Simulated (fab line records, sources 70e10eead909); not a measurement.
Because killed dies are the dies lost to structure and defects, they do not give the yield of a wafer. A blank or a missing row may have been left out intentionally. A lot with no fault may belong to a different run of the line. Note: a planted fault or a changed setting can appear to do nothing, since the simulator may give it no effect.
Which tool is to blame? ; flow nandHarc ; 18 wafers from 6 lots sampled at 4 of the route's 1159 steps

== WHAT EACH GAUGE READ, for each wafer ==
NHARC_END_SORT_01.
lot;measured;on;killedAtOther
L629;day 20 05:04;prober-02;0 1 0
L632;day 21 03:53;prober-02;1 1 1
L634;day 21 19:27;prober-02;0 0
L638;day 22 11:46;prober-02;0 1 0

== TOOL THAT RAN EACH LOT (tool first, then ch and the chambers of the sampled wafers, then the start) ==
lot;NHARC_A_M1_PVD_21;NHARC_A_BONDPAD_ETCH_12;NHARC_THIN_TSV_ECD_20
L628;pvdSputter-03, day 18 18:41 or earlier;rieDiel-03 ch 0,1,3, day 18 18:41 or earlier;ecdCu-01 ch 0,1, day 19 14:20
L629;pvdSputter-01, day 18 22:45 or earlier;rieDiel-01 ch 2,3, day 18 22:45 or earlier;ecdCu-02 ch 0,1, day 19 17:06
L632;pvdSputter-01, day 19 23:28 or earlier;rieDiel-01 ch 1,2,3, day 19 23:28 or earlier;ecdCu-02 ch 0,1, day 20 18:46
L634;pvdSputter-02, day 20 01:59 or earlier;rieDiel-01 ch 0,3, day 20 01:59 or earlier;ecdCu-02 ch 0, day 20 22:32
L638;pvdSputter-01, day 20 20:08 or earlier;rieDiel-01 ch 0,1,3, day 20 20:08 or earlier;ecdCu-02 ch 0,1, day 21 17:07
L639;pvdSputter-03, day 22 02:18 or earlier;rieDiel-12 ch 0,1,3, day 22 02:18 or earlier;ecdCu-01 ch 0,1, day 22 18:02
- NHARC_A_M1_PVD_21: deposits Cu, target thk 30 nm, time 20.49 s.
- NHARC_A_BONDPAD_ETCH_12: etches the open film in CHF3/O2, target depth 220 nm, time 110 s.
- NHARC_THIN_TSV_ECD_20: material Cu, target thk 2000 nm.

== THE ANSWER, worked out from the rows above alone ==
Rule: the lots themselves supply what counts as usual. Put in order of their means at a reading, lots are off if they are a third of the lots or fewer, leave a main group of 4 or more, and stand apart from it by a gap of 3 or more times the standard deviation of the main group's means; of several such gaps the widest counts. Not used: any main group whose means are identical at the precision the tables above print for the reading. Also off: a lot with no number at a reading for which 4 or more lots have one. Any other lot the step has rows for is counted as sound.
No lot is off at any reading shown: from this, nothing can be told.

== WHAT THE SIMULATOR HAD PUT IN ==
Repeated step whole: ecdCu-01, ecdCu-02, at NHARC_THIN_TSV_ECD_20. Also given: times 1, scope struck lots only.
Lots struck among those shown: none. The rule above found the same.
